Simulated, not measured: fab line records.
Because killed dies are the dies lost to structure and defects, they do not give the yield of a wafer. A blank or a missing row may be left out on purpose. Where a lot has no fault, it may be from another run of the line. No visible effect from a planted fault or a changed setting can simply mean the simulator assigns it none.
fab line records	flow n5Finfet
record lots=10	wafers=30	lastDay=17
route steps=1938 shown PMOS_HMC_CHANNEL_EPI@71 FIN_SAQP@95 BEOL_M4@1111 PASSIVATION@1936
lots untouched by any fault: they come from a run of this same line in which no faults occurred
startH: hours from the record's opening day to when the first of the lot's shown wafers began	waitH: hours from the lot's prior step to this one	" unchanged from the row above	L1.1+2: several wafers, shown together as one row	- value missing, or start not given	* or withheld: withheld	< > ~ a bound
route shown NAME@n: NAME is a module with steps in the file, n the number in the route of the first one	usual: mean/standard deviation of fault-free wafers	same: alike in all rows	chamber/n: place in a boat	sites: per-site readings	_std_site: standard deviation across them	_edge_site: inner sites' mean taken away from outer sites' mean	radiusMm: for every site, how far away it sits from the centre of the wafer	mask NAME#n: copy n	behind: the most recent tool/chamber to have shaped the wafer	hold: why the lot was held/for how many hours/how that ended	device: the transistor (n, p or np) that didn't switch	end of line: the same wafers' tests at the end of the route	step lacking rows: just its recipe	killed: not the wafer's yield, but the dies lost to structure and defects at the first sort	map: dies across one wafer; x = killed, . = not, _ = none there
set.NAME: the setting that was run; set.NAME@STEP: the one run at that earlier step	model.NAME: the simulator's own value behind a step, which no gauge read
route steps across a sampled set of lots; one table per step, one row per wafer
services: from which hour (startH, from the record's first day; less than 0 if before it) a tool's chamber was out of use, for how many hours, and why
## steps
# step N5_PMOS_HMC_CHANNEL_EPI_STRIP_33
# recipe chemistry=N2/H2	powerW=500	tempC=40	pressureMtorr=50	rfFrequencyHz=6e+07	overashFraction=0.3	biasPowerW=8	h2Frac=0.5	n2FlowSccm=300	h2FlowSccm=300
# usual drypumpMotorCurrentA=5.5/0.5	oesProductAu=0.79/0.083	rfVppV=54.4/1.8	showerheadPlenumPTorr=3.36/0.1	throttleValvePct=18.9/0.38
# same overashFraction=0.3
lot.wafer	tool	chamber	startH	waitH	drypumpMotorCurrentA	oesProductAu	rfHoursCounterH	rfVppV	showerheadPlenumPTorr	throttleValvePct
L282.1	rieDiel-03	3	17.13	0.0	5.1	0.90	43	56.7	3.41	18.6
L282.5	"	1	"	"	5.2	0.74	-	56.6	3.49	18.9
L282.6	"	2	"	"	4.8	0.73	-	52.3	3.31	18.6
L283.1	rieDiel-06	2	23.82	0.0	5.7	0.79	88	53.8	3.27	19.5
L283.2	"	0	"	"	5.5	0.81	99	54.7	3.24	18.9
L283.4	"	1	"	"	5.3	0.96	12	53.8	3.44	19.0
L285.1	rieDiel-06	2	35.68	0.0	5.7	0.80	92	54.7	3.27	19.4
L285.2	"	0	"	"	5.5	0.78	102	55.5	3.24	18.9
L285.6	"	3	"	"	6.8	0.67	-	54.5	3.44	18.8
L286.1	rieDiel-05	1	41.60	0.0	5.6	0.73	207	53.4	3.19	19.2
L286.4	"	3	"	"	5.4	0.78	129	52.1	3.51	18.6
L286.6	"	3	"	"	5.4	0.78	-	54.7	3.51	18.6
L287.4	rieDiel-06	0	47.56	0.0	5.5	0.81	106	53.6	3.24	19.0
L287.5	"	1	"	"	5.4	0.94	-	51.4	3.44	19.0
L287.6	"	0	"	"	5.5	0.82	-	55.8	3.24	19.0
L289.2	rieDiel-06	1	59.45	0.0	5.3	0.93	23	52.7	3.44	19.0
L289.4	"	1	"	"	5.3	0.94	-	56.5	3.44	19.0
L289.6	"	2	"	"	5.7	0.77	-	54.8	3.26	19.4
L291.1	rieDiel-03	1	71.58	0.0	5.2	0.72	170	57.5	3.49	18.9
L291.2	"	2	"	"	4.8	0.71	223	54.2	3.31	18.7
L291.6	"	2	"	"	4.8	0.70	-	54.9	3.31	18.6
L293.1	rieDiel-06	2	83.89	0.0	5.7	0.78	108	52.2	3.26	19.5
L293.2	"	1	"	"	5.4	0.94	32	52.9	3.43	19.0
L293.4	"	0	"	"	5.4	0.79	119	54.7	3.23	19.0
L300.1	rieDiel-06	1	126.42	0.0	5.3	0.90	45	58.5	3.43	19.0
L300.3	"	2	"	"	5.7	0.76	121	53.0	3.25	19.5
L300.6	"	3	"	"	6.8	0.94	-	55.1	3.43	18.4
L305.3	rieDiel-05	1	155.58	0.0	5.6	0.69	242	54.2	3.17	19.3
L305.4	"	2	"	"	6.0	0.70	230	51.9	3.31	19.7
L305.6	"	2	"	"	6.0	0.68	-	54.0	3.31	19.7
# step N5_FIN_SAQP_DENSIFY_62
# recipe tempC=700	timeS=60	ambient=N2	idleTempC=600	rampUpCPerS=150	rampDownCPerS=60	coolToC=600
# usual lampPowerPct=9.85/0.056	wafer_temp_C_max=703.2/0.59
lot.wafer	tool	chamber	startH	waitH	lampPowerPct	wafer_temp_C_max
L282.1	rtpAnneal-02	0	20.17	0.1	9.78	703.4
L282.5	"	0	"	"	9.88	703.7
L282.6	"	0	"	"	9.76	702.8
L283.1	rtpAnneal-01	0	26.82	0.1	9.92	702.8
L283.2	"	0	"	"	9.83	702.8
L283.4	"	0	"	"	9.82	703.9
L285.1	rtpAnneal-02	0	38.74	0.2	9.77	703.6
L285.2	"	0	"	"	9.85	702.2
L285.6	"	0	"	"	9.90	703.5
L286.1	rtpAnneal-02	0	44.76	0.1	9.83	703.9
L286.4	"	0	"	"	9.81	702.7
L286.6	"	0	"	"	9.83	703.4
L287.4	rtpAnneal-01	0	50.63	0.2	9.81	703.5
L287.5	"	0	"	"	9.73	703.4
L287.6	"	0	"	"	9.98	703.0
L289.2	rtpAnneal-02	0	63.94	0.1	9.78	702.3
L289.4	"	0	"	"	9.84	703.5
L289.6	"	0	"	"	9.91	703.4
L291.1	rtpAnneal-01	0	74.68	0.2	9.85	703.8
L291.2	"	0	"	"	9.95	703.9
L291.6	"	0	"	"	9.79	702.5
L293.1	rtpAnneal-02	0	88.10	0.4	9.82	702.2
L293.2	"	0	"	"	9.84	703.6
L293.4	"	0	"	"	9.96	702.7
L300.1	rtpAnneal-01	0	129.44	0.2	9.83	704.0
L300.3	"	0	"	"	9.92	703.5
L300.6	"	0	"	"	9.84	702.7
L305.3	rtpAnneal-01	0	159.45	0.2	9.83	702.6
L305.4	"	0	"	"	9.87	702.9
L305.6	"	0	"	"	9.83	702.9
# step N5_FIN_SAQP_THK_MEAS_07
# usual thkNm=60.3/0.74
lot.wafer	tool	chamber	startH	waitH	thkNm
L282.1	filmMetro-01	-	20.68	0.1	60.7
L282.5	"	-	"	"	61.4
L282.6	"	-	"	"	59.6
L283.1	filmMetro-01	-	27.40	0.1	59.5
L283.2	"	-	"	"	59.3
L283.4	"	-	"	"	60.1
L285.1	filmMetro-01	-	39.25	0.1	58.6
L285.2	"	-	"	"	58.6
L285.6	"	-	"	"	60.4
L286.1	filmMetro-01	-	45.28	0.1	60.0
L286.4	"	-	"	"	60.8
L286.6	"	-	"	"	59.5
L287.4	filmMetro-01	-	51.13	0.1	60.5
L287.5	"	-	"	"	61.4
L287.6	"	-	"	"	60.3
L289.2	filmMetro-01	-	64.52	0.1	60.1
L289.4	"	-	"	"	60.4
L289.6	"	-	"	"	60.3
L291.1	filmMetro-01	-	75.19	0.1	59.7
L291.2	"	-	"	"	59.6
L291.6	"	-	"	"	60.2
L293.1	filmMetro-01	-	88.61	0.1	59.9
L293.2	"	-	"	"	60.6
L293.4	"	-	"	"	61.2
L300.1	filmMetro-02	-	129.95	0.1	59.2
L300.3	"	-	"	"	59.3
L300.6	"	-	"	"	60.5
L305.3	filmMetro-02	-	159.90	0.1	60.7
L305.4	"	-	"	"	60.8
L305.6	"	-	"	"	61.5
# step N5_FIN_SAQP_PEB_14
# recipe pebTempC=withheld	pebTimeS=60	resist=CAR-ArF
lot.wafer	tool	chamber	startH	waitH
L282.1+5+6	lithoTrack-05	0	20.99	0.1
L283.1+2+4	lithoTrack-01	0	27.69	0.1
L285.1+2+6	lithoTrack-05	0	39.54	0.1
L286.1+4+6	lithoTrack-05	0	45.70	0.1
L287.4+5+6	lithoTrack-02	0	51.57	0.0
L289.2+4+6	lithoTrack-02	0	64.96	0.0
L291.1+2+6	lithoTrack-05	0	75.60	0.1
L293.1+2+4	lithoTrack-01	0	89.02	0.1
L300.1+3+6	lithoTrack-01	0	130.37	0.1
L305.3+4+6	lithoTrack-02	0	160.34	0.0
# step N5_FIN_SAQP_CD_MEAS_16
# recipe targetCdNm=35.6	landingEnergyEv=500	detector=seInlens
# usual cdNm=35.6/0.32
# same landingEnergyEv=500
lot.wafer	tool	chamber	startH	waitH	cdNm
L282.1	cdSem-02	0	21.05	-	35.3
L282.5	"	0	"	"	35.2
L282.6	"	0	"	"	35.8
L283.1	cdSem-02	0	27.76	-	35.5
L283.2	"	0	"	"	35.5
L283.4	"	0	"	"	35.6
L285.1	cdSem-03	0	39.61	-	34.9
L285.2	"	0	"	"	34.6
L285.6	"	0	"	"	35.4
L286.1	cdSem-03	0	45.77	-	35.2
L286.4	"	0	"	"	35.8
L286.6	"	0	"	"	35.7
L287.4	cdSem-01	0	51.65	-	35.4
L287.5	"	0	"	"	35.3
L287.6	"	0	"	"	35.3
L289.2	cdSem-02	0	65.03	-	35.6
L289.4	"	0	"	"	35.7
L289.6	"	0	"	"	35.5
L291.1	cdSem-01	0	75.67	-	35.7
L291.2	"	0	"	"	35.7
L291.6	"	0	"	"	41.4
L293.1	cdSem-01	0	89.09	-	35.6
L293.2	"	0	"	"	35.8
L293.4	"	0	"	"	35.7
L300.1	cdSem-02	0	130.43	-	34.9
L300.3	"	0	"	"	35.6
L300.6	"	0	"	"	35.4
L305.3	cdSem-01	0	160.41	-	35.6
L305.4	"	0	"	"	35.4
L305.6	"	0	"	"	35.7
# step N5_BEOL_M4_RC_MEAS_101
# usual DIBL_N=36.4/1.5	DIBL_P=36.4/1.6	IOFF_N=0.164/0.025	IOFF_P=0.214/0.028	ION_N=675/9.9	ION_P=463/6.5	SS_N=71.5/0.5	SS_P=73.3/0.56	VT_N=249.2/2.7	VT_P=-250.1/2.8
lot.wafer	tool	chamber	startH	waitH	DIBL_N[mV/V]	DIBL_P[mV/V]	IOFF_N[nA/um]	IOFF_P[nA/um]	ION_N[uA/um]	ION_P[uA/um]	SS_N[mV/dec]	SS_P[mV/dec]	VT_N[mV]	VT_P[mV]
L282.1	prober-02	0	164.19	0.0	36.5	35.4	0.134	0.171	664	453	71.2	73.7	250.4	-256.0
L282.5	"	0	"	"	37.0	36.7	0.155	0.186	688	458	70.7	73.7	248.1	-253.7
L282.6	"	0	"	"	37.2	36.3	0.149	0.185	660	451	70.8	73.2	251.0	-256.5
L283.1	prober-01	0	177.93	0.0	37.4	35.4	0.145	0.213	671	465	70.9	73.9	251.9	-249.3
L283.2	"	0	"	"	38.5	37.0	0.171	0.250	678	470	71.7	74.0	249.3	-245.5
L283.4	"	0	"	"	36.1	33.7	0.129	0.190	659	459	71.3	73.2	254.3	-250.1
L285.1	prober-01	0	183.12	0.0	36.4	36.9	0.153	0.173	671	455	71.8	73.3	248.6	-253.4
L285.2	"	0	"	"	34.1	34.1	0.111	0.145	657	440	70.8	72.7	256.2	-257.7
L285.6	"	0	"	"	35.7	35.4	0.134	0.160	656	447	71.7	73.6	252.8	-254.4
L286.1	prober-01	0	189.48	0.0	35.8	35.7	0.163	0.214	678	462	70.9	73.4	250.3	-252.0
L286.4	"	0	"	"	35.2	34.7	0.154	0.195	676	460	71.1	73.3	250.3	-250.5
L286.6	"	0	"	"	34.1	34.3	0.136	0.186	664	460	70.7	72.3	253.4	-251.6
L287.4	prober-01	0	195.83	0.5	36.7	33.8	0.152	0.187	670	459	71.3	72.3	250.7	-252.1
L287.5	"	0	"	"	38.0	35.8	0.176	0.214	691	470	71.4	74.1	247.4	-250.6
L287.6	"	0	"	"	37.8	35.7	0.173	0.210	678	457	72.0	73.6	246.8	-251.4
L289.2	prober-01	0	214.72	1.1	38.0	38.1	0.188	0.232	679	458	71.8	73.6	246.1	-248.4
L289.4	"	0	"	"	39.0	39.0	0.219	0.242	694	469	72.1	73.2	242.9	-249.2
L289.6	"	0	"	"	38.1	37.9	0.191	0.228	688	466	71.2	74.3	244.9	-249.0
L291.1	prober-01	0	216.73	0.4	38.2	35.8	0.172	0.221	674	459	72.2	73.0	249.4	-249.3
L291.2	"	0	"	"	38.7	36.1	0.184	0.239	681	470	72.0	73.4	246.6	-247.6
L291.6	"	0	"	"	38.6	36.6	0.187	0.254	675	465	71.8	73.6	245.5	-248.3
L293.1	prober-01	0	234.55	0.0	35.4	35.3	0.159	0.232	683	478	72.0	73.2	249.1	-247.9
L293.2	"	0	"	"	36.5	37.1	0.188	0.260	695	477	72.6	73.9	244.5	-246.2
L293.4	"	0	"	"	34.9	34.9	0.156	0.230	667	460	72.1	73.2	248.4	-246.7
L300.1	prober-02	0	276.77	0.0	36.6	36.1	0.169	0.222	680	464	72.2	74.0	246.4	-247.6
L300.3	"	0	"	"	37.7	37.9	0.189	0.250	681	469	71.9	73.8	244.4	-248.1
L300.6	"	0	"	"	36.6	36.4	0.160	0.222	669	469	72.1	74.0	248.8	-249.1
L305.3	prober-02	0	303.39	0.3	37.4	37.1	0.184	0.225	675	464	71.4	73.8	246.9	-250.5
L305.4	"	0	"	"	36.6	36.1	0.164	0.212	674	457	71.6	73.7	251.0	-251.4
L305.6	"	0	"	"	37.8	36.8	0.174	0.218	678	459	71.2	74.1	249.6	-249.9
# step N5_PASSIVATION_PROBE_49
# usual defectLimitedYield=91.1/1.4	killed_at_M0_to_M3=35/8.7	killed_at_M4_up=14/5.3	killedAtContacts=12/6.2	killedAtFrontEnd=41/12	killedAtOther=3.4/2.6	killedDies=105/16	killedOnRim=14/3.8	killedOpen=67/13	killedShort=36/7.3	sort_bin_5_function=5.2/0.96	sort_bin_6_memory=3.3/0.6	sortNPass=1075/16	sortYieldPct=91.1/1.4
# same grossDies=1180	killedAtBackSide=0	sort_bin_4_leakage[%]=0	sort_bin_8_speed[%]=0
lot.wafer	tool	chamber	startH	waitH	defectLimitedYield[%]	killed_at_M0_to_M3	killed_at_M4_up	killedAtContacts	killedAtFrontEnd	killedAtOther	killedDies	killedOnRim	killedOpen	killedShort	sort_bin_5_function[%]	sort_bin_6_memory[%]	sortNPass	sortYieldPct[%]
L285.1	prober-02	-	278.98	0.0	90.3	36	11	22	41	5	115	13	70	41	6.4	3.0	1065	90.3
L285.2	prober-02	-	279.03	0.1	90.3	33	7	21	49	5	115	13	87	27	5.6	4.1	1065	90.3
L285.6	prober-02	-	279.23	0.3	92.1	19	10	19	45	0	93	14	58	34	4.4	3.3	1087	92.1
L286.1	prober-02	-	281.32	0.0	90.1	41	5	17	49	5	117	16	74	41	6.1	3.6	1063	90.1
L286.4	prober-02	-	281.47	0.2	89.2	47	9	11	55	5	127	14	70	54	6.4	3.7	1053	89.2
L286.6	prober-02	-	281.57	0.3	90.8	43	14	5	44	3	109	15	63	44	4.9	4.0	1071	90.8
L287.4	prober-01	-	290.67	0.4	90.7	45	16	9	39	1	110	19	78	32	5.9	3.1	1070	90.7
L287.5	prober-01	-	290.72	0.4	90.7	41	10	7	52	0	110	14	66	41	5.7	3.1	1070	90.7
L287.6	prober-01	-	290.77	0.5	88.5	47	6	10	68	5	136	11	92	42	6.8	4.3	1044	88.5
L289.2	prober-01	-	315.23	0.1	89.0	49	8	14	56	3	130	15	80	49	6.0	4.5	1050	89.0
L289.4	prober-01	-	315.33	0.2	89.4	46	16	10	51	2	125	19	89	36	6.2	4.1	1055	89.4
L289.6	prober-01	-	315.43	0.3	90.1	30	10	18	54	5	117	15	86	31	6.4	3.0	1063	90.1
L291.1	prober-02	-	317.92	0.0	88.6	41	24	22	45	2	134	16	83	50	7.2	3.7	1046	88.6
L291.2	prober-02	-	317.97	0.1	91.0	36	18	18	29	5	106	14	78	27	5.5	3.4	1074	91.0
L291.6	prober-02	-	318.17	0.3	57.9	51	9	18	419	0	497	30	69	46	5.3	4.1	683	57.9
L293.1	prober-01	-	336.10	0.0	91.7	38	12	10	37	1	98	18	59	36	5.2	2.7	1082	91.7
L293.2	prober-01	-	336.15	0.1	91.0	36	8	13	45	4	106	20	60	41	4.9	3.1	1074	91.0
L293.4	prober-01	-	336.25	0.2	91.1	32	3	16	46	8	105	13	66	38	5.8	2.7	1075	91.1
L300.1	prober-02	-	385.48	0.0	90.8	41	17	10	37	3	108	20	67	40	4.6	4.3	1072	90.8
L300.3	prober-02	-	385.58	0.1	90.8	30	14	16	41	8	109	11	63	42	5.5	3.1	1071	90.8
L300.6	prober-02	-	385.73	0.3	93.1	18	14	8	33	8	81	8	54	25	3.9	2.3	1099	93.1
# killed by level:class
L285.1 MOL_CONTACT_COAG:geometricParticle:open=16 BEOL_M2:geometricParticle:open=10 STI_FIN_REVEAL:geometricParticle:open=9 BEOL_M0_SAQP:geometricParticle:open=9 FIN_SAQP:geometricParticle:open=7 MOL_CONTACT_COAG:geometricParticle:short=6 FIN_SAQP:geometricParticle:short=5 BEOL_M0_SAQP:geometricParticle:short=4
L285.2 STI_FIN_REVEAL:geometricParticle:open=17 MOL_CONTACT_COAG:geometricParticle:open=17 BEOL_M0_SAQP:geometricParticle:short=9 BEOL_M2:geometricParticle:open=8 DUMMY_GATE:geometricParticle:open=7 BEOL_M0_SAQP:geometricParticle:open=7 STI_FIN_REVEAL:geometricParticle:short=6 STARTING-WAFER:geometricParticle:open=5
L285.6 MOL_CONTACT_COAG:geometricParticle:open=15 STI_FIN_REVEAL:geometricParticle:open=11 FIN_SAQP:geometricParticle:short=8 STARTING-WAFER:geometricParticle:short=7 FIN_SAQP:geometricParticle:open=6 BEOL_M2:geometricParticle:open=6 BEOL_M0_SAQP:geometricParticle:open=5 GATE_CUT:geometricParticle:short=4
L286.1 BEOL_M0_SAQP:geometricParticle:short=16 MOL_CONTACT_COAG:geometricParticle:open=14 FIN_SAQP:geometricParticle:open=12 BEOL_M1:geometricParticle:open=7 GATE_CUT:geometricParticle:open=6 GATE_CUT:geometricParticle:short=6 FIN_SAQP:geometricParticle:short=5 BEOL_M2:geometricParticle:open=5
L286.4 FIN_SAQP:geometricParticle:short=19 FIN_SAQP:geometricParticle:open=15 BEOL_M0_SAQP:geometricParticle:short=15 BEOL_M0_SAQP:geometricParticle:open=9 MOL_CONTACT_COAG:geometricParticle:open=9 BEOL_M1:geometricParticle:open=7 BEOL_M3:geometricParticle:open=5 STI_FIN_REVEAL:geometricParticle:open=4
L286.6 FIN_SAQP:geometricParticle:short=17 BEOL_M0_SAQP:geometricParticle:open=11 BEOL_M0_SAQP:geometricParticle:short=11 BEOL_M1:geometricParticle:open=9 FIN_SAQP:geometricParticle:open=7 STI_FIN_REVEAL:geometricParticle:open=6 BEOL_M2:geometricParticle:open=6 BEOL_M4:geometricParticle:open=5
L287.4 BEOL_M1:geometricParticle:open=14 FIN_SAQP:geometricParticle:open=11 BEOL_M2:geometricParticle:open=10 FIN_SAQP:geometricParticle:short=9 BEOL_M3:geometricParticle:open=8 MOL_CONTACT_COAG:geometricParticle:open=7 GATE_CUT:geometricParticle:short=5 BEOL_M5:geometricParticle:open=5
L287.5 FIN_SAQP:geometricParticle:open=19 FIN_SAQP:geometricParticle:short=14 BEOL_M0_SAQP:geometricParticle:open=8 GATE_CUT:geometricParticle:short=6 MOL_CONTACT_COAG:geometricParticle:open=6 BEOL_M0_SAQP:geometricParticle:short=6 BEOL_M1:geometricParticle:open=6 BEOL_M2:geometricParticle:open=5
L287.6 FIN_SAQP:geometricParticle:open=23 BEOL_M0_SAQP:geometricParticle:open=20 FIN_SAQP:geometricParticle:short=17 STI_FIN_REVEAL:geometricParticle:open=15 BEOL_M0_SAQP:geometricParticle:short=11 BEOL_M3:geometricParticle:open=8 BEOL_M1:geometricParticle:open=7 MOL_CONTACT_COAG:geometricParticle:short=5
L289.2 BEOL_M1:geometricParticle:open=14 STI_FIN_REVEAL:geometricParticle:open=14 MOL_CONTACT_COAG:geometricParticle:open=11 BEOL_M0_SAQP:geometricParticle:short=10 FIN_SAQP:geometricParticle:short=7 FIN_SAQP:geometricParticle:open=7 BEOL_M3:geometricParticle:open=6 BEOL_M0_SAQP:geometricParticle:open=6
L289.4 STI_FIN_REVEAL:geometricParticle:open=24 BEOL_M0_SAQP:geometricParticle:open=17 FIN_SAQP:geometricParticle:open=9 BEOL_M2:geometricParticle:open=7 MOL_CONTACT_COAG:geometricParticle:open=6 BEOL_M0_SAQP:geometricParticle:short=6 FIN_SAQP:geometricParticle:short=5 MOL_CONTACT_COAG:geometricParticle:short=4
L289.6 MOL_CONTACT_COAG:geometricParticle:open=14 STI_FIN_REVEAL:geometricParticle:open=12 BEOL_M0_SAQP:geometricParticle:open=10 FIN_SAQP:geometricParticle:open=8 ILD0:geometricParticle:open=7 BEOL_M3:geometricParticle:open=6 FIN_SAQP:geometricParticle:short=5 DUMMY_GATE:geometricParticle:open=5
L291.1 MOL_CONTACT_COAG:geometricParticle:open=15 FIN_SAQP:geometricParticle:short=13 BEOL_M4:geometricParticle:open=12 BEOL_M0_SAQP:geometricParticle:open=9 BEOL_M3:geometricParticle:open=9 GATE_CUT:geometricParticle:short=7 MOL_CONTACT_COAG:geometricParticle:short=7 BEOL_M0_SAQP:geometricParticle:short=7
L291.2 FIN_SAQP:geometricParticle:open=13 BEOL_M4:geometricParticle:open=12 MOL_CONTACT_COAG:geometricParticle:open=12 BEOL_M0_SAQP:geometricParticle:open=9 BEOL_M1:geometricParticle:open=7 BEOL_M3:geometricParticle:open=7 MOL_CONTACT_COAG:geometricParticle:short=6 BEOL_M2:geometricParticle:open=6
L291.6 FIN_SAQP:areaPeb=382 BEOL_M0_SAQP:geometricParticle:short=18 MOL_CONTACT_COAG:geometricParticle:open=11 BEOL_M0_SAQP:geometricParticle:open=10 FIN_SAQP:geometricParticle:open=8 MOL_CONTACT_COAG:geometricParticle:short=7 BEOL_M4:geometricParticle:open=7 FIN_SAQP:geometricParticle:short=5
L293.1 BEOL_M0_SAQP:geometricParticle:short=12 MOL_CONTACT_COAG:geometricParticle:open=9 BEOL_M2:geometricParticle:open=8 GATE_CUT:geometricParticle:short=7 DUMMY_GATE:geometricParticle:open=6 BEOL_M0:geometricParticle:open=6 STI_FIN_REVEAL:geometricParticle:open=4 GATE_CUT:geometricParticle:open=4
L293.2 BEOL_M0_SAQP:geometricParticle:short=13 BEOL_M0_SAQP:geometricParticle:open=11 MOL_CONTACT_COAG:geometricParticle:open=10 STI_FIN_REVEAL:geometricParticle:open=8 GATE_CUT:geometricParticle:short=8 BEOL_M3:geometricParticle:open=6 FIN_SAQP:geometricParticle:short=4 HKMG_FIN:areaEtch=4
L293.4 BEOL_M0_SAQP:geometricParticle:open=13 MOL_CONTACT_COAG:geometricParticle:open=13 FIN_SAQP:geometricParticle:short=12 GATE_CUT:geometricParticle:short=9 FIN_SAQP:geometricParticle:open=8 BEOL_M0_SAQP:geometricParticle:short=6 STI_FIN_REVEAL:geometricParticle:open=5 BEOL_M1:geometricParticle:open=4
L300.1 BEOL_M0_SAQP:geometricParticle:open=11 BEOL_M0_SAQP:geometricParticle:short=9 STI_FIN_REVEAL:geometricParticle:open=8 FIN_SAQP:geometricParticle:short=7 MOL_CONTACT_COAG:geometricParticle:open=7 BEOL_M2:geometricParticle:open=7 FIN_SAQP:geometricParticle:open=5 STARTING-WAFER:geometricParticle:open=5
L300.3 MOL_CONTACT_COAG:geometricParticle:open=11 BEOL_M0_SAQP:geometricParticle:short=10 FIN_SAQP:geometricParticle:short=8 STI_FIN_REVEAL:geometricParticle:open=7 FIN_SAQP:geometricParticle:open=6 BEOL_M1:geometricParticle:open=6 GATE_CUT:geometricParticle:short=5 MOL_CONTACT_COAG:geometricParticle:short=5
L300.6 FIN_SAQP:geometricParticle:open=11 MOL_CONTACT_COAG:geometricParticle:open=6 BEOL_M0_SAQP:geometricParticle:open=5 BEOL_M4:geometricParticle:open=5 FIN_SAQP:geometricParticle:short=4 BEOL_M5:geometricParticle:open=4 GATE_CUT:geometricParticle:open=4 GATE_CUT:geometricParticle:short=4
## services
tool	chamber	startH	hours	kind
lithoTrack-02	-	-0.18	-	consumableReplace:filter
rieDiel-05	2	24.66	3.3	repair
lithoTrack-01	-	39.62	-	consumableReplace:filter
rieDiel-05	0	43.68	8.0	repair
rieDiel-05	2	47.42	1.8	repair
rieDiel-06	3	48.93	-	clean
rieDiel-06	3	48.93	-	consumableReplace:focusRing
rieDiel-06	3	48.93	18.6	scheduledDown
rieDiel-06	3	48.93	18.6	ventCycle
rieDiel-05	2	65.70	3.1	repair
rieDiel-03	-	95.11	2.8	pm
rtpAnneal-02	-	108.78	0.8	pm
rieDiel-06	3	158.92	1.5	repair
## key
firstSign step=N5_FIN_SAQP_CD_MEAS_16	reading=cdNm	direction=up	sigmas=18	usual=35.6	struck=41.4
effect step=N5_PASSIVATION_PROBE_49	reading=killedAtFrontEnd	direction=up	sigmas=32	usual=41	struck=419
moreKillsBornAt N5_FIN_SAQP_PEB_14@lithoTrack-05=382
metAt N5_FIN_SAQP_PEB_14
struckLots L291
struckWafers L291.6
notActingAt N5_PMOS_HMC_CHANNEL_EPI_STRIP_33,N5_FIN_SAQP_DENSIFY_62,N5_FIN_SAQP_THK_MEAS_07
onsetBetween 45.70 75.60
fault kind=processParameterDrift	tool=lithoTrack-05	chamber=-	onsetH=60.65	steps=N5_FIN_SAQP_PEB_14	channel=pebTimeS	offset=*	shape=step	endH=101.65	scope=struckWafersOnly	actsIn=*	stated=*
